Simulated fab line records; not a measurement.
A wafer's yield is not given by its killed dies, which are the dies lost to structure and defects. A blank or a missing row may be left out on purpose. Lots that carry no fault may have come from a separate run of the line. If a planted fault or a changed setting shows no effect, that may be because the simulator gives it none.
A lot that was struck, set against a sound lot ; flow n5_finfet ; 36 out of 1938 route steps
Sound: wafers L643.3, L643.5, L643.6. Struck: wafer L647.4 (left out: L647.1, a lot-mate that was not struck); the cause follows at the end.
Each step with rows lists, per side, the tool, then ch with its chambers, then its first start. Under that, the readings that differ: sound wafers ; struck wafers ; difference of the means ; sigmas: that difference in standard deviations of wafers without a fault.
alike: same words and numbers on both sides, and readings whose means sit less than 2 such deviations apart. not compared: any withheld reading, any reading some wafer has no value for, any bound like >300 that may hide the same value, and any number with overlapping values for which the record gives no deviation.
Wherever a step has rows on one side only, a row that says differs or no value, or a row with sigmas, the two part there. Numbers that have no deviation but don't overlap get no sigmas and don't part them. A reading missing from all wafers of one side parts the sides only when that side holds two or more wafers.

first, 9 steps without rows for these wafers: N5_BEOL_M6_ALD_77 (deposits TaN, target thk 2 nm, pulse time 2 s, purge time 3 s); N5_BEOL_M6_SURFACE_TREAT_79; N5_BEOL_M6_CVD_78 (deposits Co from CCTBA/H2, target thk 2 nm, time 142.3 s); N5_BEOL_M6_SPUTTER_48 (material Cu, target thk 10 nm, time 1.667 s); N5_BEOL_M6_ECD_50 (material Cu, target thk 300 nm); N5_BEOL_M6_ANNEAL_51 (time 90 s); N5_BEOL_M6_CMP_52 (polishes, stops on SiCOH lowk, t overpolish 6.9 s, target thk 80 nm); N5_BEOL_M6_PRE_CLEAN_55 (time 15 s); N5_BEOL_M6_DEP_56 (deposits SiCN from 3MS/NH3, target thk 10 nm, time 17.5 s).
N5_BEOL_M7_ILD_DEP_00: deposits SiCOH lowk from DEMS/porogen, target thk 179.75 nm, time 33.4 s.
  sound on pecvd-03 ch 0,1,2, day 9 12:17; struck on pecvd-03 ch 2, day 10 10:13
reading;sound;struck;difference;sigmas
heater_power_w (W);393 356 304;437;+86;+2
model.SiCOH_lowk_of_BEOL_M7_ILD_DEP_00.thk_nm (nm);180.2 182.8 180;133.8;-47.2;
  alike: showerhead_plenum_p_Torr, throttle_valve_pct
then, 1 step without rows for these wafers: N5_BEOL_M7_CURE_74 (cures SiCOH lowk, time 240 s).
N5_BEOL_M7_THK_MEAS_01:
  struck on film_metro-02, day 10 10:48; sound on film_metro-02, day 9 12:52
reading;sound;struck;difference;sigmas
M7_ILD_THK (nm);155.2 157.7 155.3;115.1;-41.0;-23
then, 23 steps without rows for these wafers: N5_BEOL_M7_PECVD_70 (deposits SiO2 from TEOS/O2, target thk 20 nm, time 22.7 s); N5_BEOL_M7_HM_DEP_02 (deposits TiN, target thk 20 nm); N5_BEOL_M7_COAT_59 (time 60 s, resist thk 100 nm); N5_BEOL_M7_COAT_60 (time 60 s, resist thk 35 nm); N5_BEOL_M7_COAT_05 (resist thk 90 nm); N5_BEOL_M7_EBR_07; N5_BEOL_M7_SOFTBAKE_06 (time 60 s); N5_BEOL_M7_EXPOSE_08 (exposes mask M7); N5_BEOL_M7_PEB_09 (peb time 60 s); N5_BEOL_M7_DEVELOP_10 (develop time 30 s); N5_BEOL_M7_DESCUM_16 (chemistry O2, time 7.9 s); N5_BEOL_M7_ETCH_61 (etches SiARC in CF4, target depth 45.5 nm, time 75.8 s); N5_BEOL_M7_ETCH_62 (etches SOC in N2/H2, target depth 110 nm, overetch 22 nm, time 165 s); N5_BEOL_M7_STRIP_68 (strips in N2/H2); N5_BEOL_M7_STRIP_67 (strips in CF4); N5_BEOL_M7_HM_OPEN_17 (chemistry Cl2/BCl3, target TiN, target depth 20 nm, overetch 6 nm); N5_BEOL_M7_STRIP_19 (strips in O2); N5_BEOL_M7_COAT_63 (time 60 s, resist thk 60 nm); N5_BEOL_M7_COAT_64 (time 60 s, resist thk 12 nm); N5_BEOL_M7_COAT_71 (time 60 s, resist thk 5 nm); N5_BEOL_M7_COAT_22 (resist thk 30 nm); N5_BEOL_M7_EBR_24; N5_BEOL_M7_SOFTBAKE_23 (time 60 s).
N5_BEOL_M7_CMP_52: polishes, stops on SiCOH lowk, t overpolish 6.9 s, target thk 80 nm.
  sound on cmp-03 ch 0,1,2, day 9 23:04; struck on cmp-03 ch 1, day 10 19:38
reading;sound;struck;difference;sigmas
model.SiCOH_lowk_of_BEOL_M7_ILD_DEP_00.thk_nm (nm);152.4 154.6 152.2;112;-41;
  alike: motor_current_A, slurry_filter_dp_kPa

## WHERE THEY PART
Last at N5_BEOL_M7_THK_MEAS_01 as far as this record goes, first at N5_BEOL_M7_ILD_DEP_00. Later steps at which nothing parts them and some readings are alike: N5_BEOL_M7_CMP_52.

WHY: the cause the simulator had injected
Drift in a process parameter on pecvd-03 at N5_BEOL_M7_ILD_DEP_00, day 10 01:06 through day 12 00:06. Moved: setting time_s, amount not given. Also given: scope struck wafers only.
